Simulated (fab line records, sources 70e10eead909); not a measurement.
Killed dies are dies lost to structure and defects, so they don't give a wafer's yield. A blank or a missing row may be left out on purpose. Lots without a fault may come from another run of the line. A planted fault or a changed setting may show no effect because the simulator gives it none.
Chamber matching | flow nand_harc | NHARC_A_CONTACT_DEP_24 on pecvd-02: 3 sister chambers
The step deposits SiO2, target thk 500 nm. 6 wafers are shown with their chamber, then 11 later ones without.

WAFERS WITH THEIR CHAMBER
wafer  | chamber | heater_power_w (W) | throttle_valve_pct (%)
L080.5 | 0       | 494                | 15.88
L087.4 | 1       | 766                | 15.98
L085.1 | 1       | 830                | 15.89
L085.2 | 2       | 590                | 16.31
L085.3 | 0       | 372                | 15.94
L091.4 | 2       | 650                | 16.55

WAFERS WITHOUT THEIR CHAMBER
wafer  | heater_power_w (W) | throttle_valve_pct (%)
L091.5 | 775                | 16.02
L091.6 | 408                | 15.69
L090.1 | 754                | 15.69
L090.3 | 632                | 16.63
L090.6 | 496                | 15.63
L094.1 | 814                | 15.97
L094.2 | 602                | 16.44
L094.5 | 631                | 16.33
L096.1 | 554                | 16.51
L096.2 | 720                | 15.93
L096.6 | 597                | 16.66

WHICH CHAMBER EACH WENT THROUGH
wafer  | from the rows above | in truth
L091.5 | 1                   | 1
L091.6 | 0                   | 0
L090.1 | 1                   | 1
L090.3 | 2                   | 2
L090.6 | 0                   | 0
L094.1 | 1                   | 1
L094.2 | 2                   | 2
L094.5 | 2                   | 2
L096.1 | 2                   | 2
L096.2 | 1                   | 1
L096.6 | 2                   | 2
Placed correctly: 11 of 11. Can't be placed from these rows: 0. Placed wrongly: 0.
How it was worked out, from the rows above alone: a wafer's distance from a chamber is the root of the sum, over the readings, of the square of ((its reading less the chamber's mean) divided by the reading's scatter). The wafer belongs to the nearest chamber; if the next one is less than 2 further off, it can't be placed. A chamber's mean is the mean of its shown wafers. The scatter: the root of (the sum of the squares of (reading less its chamber's mean) over the shown wafers, divided by (wafers less chambers)).
